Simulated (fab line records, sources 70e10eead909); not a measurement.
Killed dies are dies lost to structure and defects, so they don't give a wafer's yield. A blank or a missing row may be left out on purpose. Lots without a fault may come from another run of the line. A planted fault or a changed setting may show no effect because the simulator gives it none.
Chamber matching | flow nand_harc | NHARC_A_STAIRCASE_DEP_322 on pecvd-02: 3 sister chambers
The step deposits SiO2, target thk 7200 nm. 6 wafers are shown with their chamber, then 12 later ones without.

WAFERS WITH THEIR CHAMBER
wafer  | chamber | heater_power_w (W)
L080.2 | 0       | 773
L081.6 | 0       | 719
L085.4 | 1       | 668
L084.1 | 1       | 767
L084.2 | 2       | 663
L084.4 | 2       | 545

WAFERS WITHOUT THEIR CHAMBER
wafer  | heater_power_w (W)
L089.1 | 891
L089.2 | 797
L089.5 | 665
L090.2 | 650
L090.5 | 690
L090.6 | 543
L093.2 | 835
L093.3 | 789
L093.5 | 700
L096.2 | 650
L096.3 | 839
L096.6 | 535

WHICH CHAMBER EACH WENT THROUGH
wafer  | from the rows above          | in truth
L089.1 | can't be placed: 0 or 1      | 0
L089.2 | can't be placed: 0 or 1      | 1
L089.5 | can't be placed: 1 or 2 or 0 | 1
L090.2 | can't be placed: 2 or 1 or 0 | 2
L090.5 | can't be placed: 1 or 0 or 2 | 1
L090.6 | can't be placed: 2 or 1      | 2
L093.2 | can't be placed: 0 or 1      | 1
L093.3 | can't be placed: 0 or 1      | 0
L093.5 | can't be placed: 1 or 0 or 2 | 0
L096.2 | can't be placed: 2 or 1 or 0 | 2
L096.3 | can't be placed: 0 or 1      | 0
L096.6 | can't be placed: 2 or 1      | 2
Placed correctly: 0 of 12. Can't be placed from these rows: 12 (the true chamber is among the candidates in 12). Placed wrongly: 0.
How it was worked out, from the rows above alone: a wafer's distance from a chamber is the root of the sum, over the readings, of the square of ((its reading less the chamber's mean) divided by the reading's scatter). The wafer belongs to the nearest chamber; if the next one is less than 2 further off, it can't be placed. A chamber's mean is the mean of its shown wafers. The scatter: the root of (the sum of the squares of (reading less its chamber's mean) over the shown wafers, divided by (wafers less chambers)).
